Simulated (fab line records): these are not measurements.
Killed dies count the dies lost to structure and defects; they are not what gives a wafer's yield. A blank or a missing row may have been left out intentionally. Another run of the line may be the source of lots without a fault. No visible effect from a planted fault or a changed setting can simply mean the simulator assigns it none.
Chamber matching -- flow n5_finfet -- rie_diel-06 running N5_WELL_APT_DESCUM_30: 4 sister chambers
The step chemistry O2, time 7.9 s. 8 wafers are shown with their chamber, then 7 later ones without.

== WAFERS WITH THEIR CHAMBER ==
wafer,chamber,drypump_motor_current_A (A),throttle_valve_pct (%)
L076.1,2,5.4,20.85
L080.5,3,5.2,20.25
L080.6,0,5.3,20.82
L088.1,3,5.1,20.28
L088.2,2,5.4,20.46
L088.3,0,5.3,20.50
L088.4,1,6.7,20.44
L088.5,1,6.6,20.45

== WAFERS WHOSE CHAMBER IS MISSING ==
wafer,drypump_motor_current_A (A),throttle_valve_pct (%)
L088.6,5.3,20.50
L095.1,6.7,20.45
L095.5,5.2,20.29
L095.6,5.5,20.48
L097.1,6.7,20.46
L097.3,5.2,20.28
L097.5,6.7,20.45

== CHAMBER TAKEN BY EACH ==
wafer,from the rows above,in truth
L088.6,can't be placed: 0 or 2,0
L095.1,1,1
L095.5,can't be placed: 3 or 0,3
L095.6,can't be placed: 2 or 0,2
L097.1,1,1
L097.3,can't be placed: 3 or 0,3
L097.5,1,1
3 of 7 placed correctly. These rows do not allow placing 4 (true chamber among the candidates in 4). Wrongly placed: 0.
How it was worked out, from the rows above alone: a wafer's distance from a chamber is the root of the sum, over the readings, of the square of ((its reading less the chamber's mean) divided by the reading's scatter). If the next closest chamber is less than 2 further off than the closest, the wafer can't be placed; otherwise it belongs to the closest. Each chamber's mean is taken over the wafers shown for it. The scatter: the root of (the sum of the squares of (reading less its chamber's mean) over the shown wafers, divided by (wafers less chambers)).
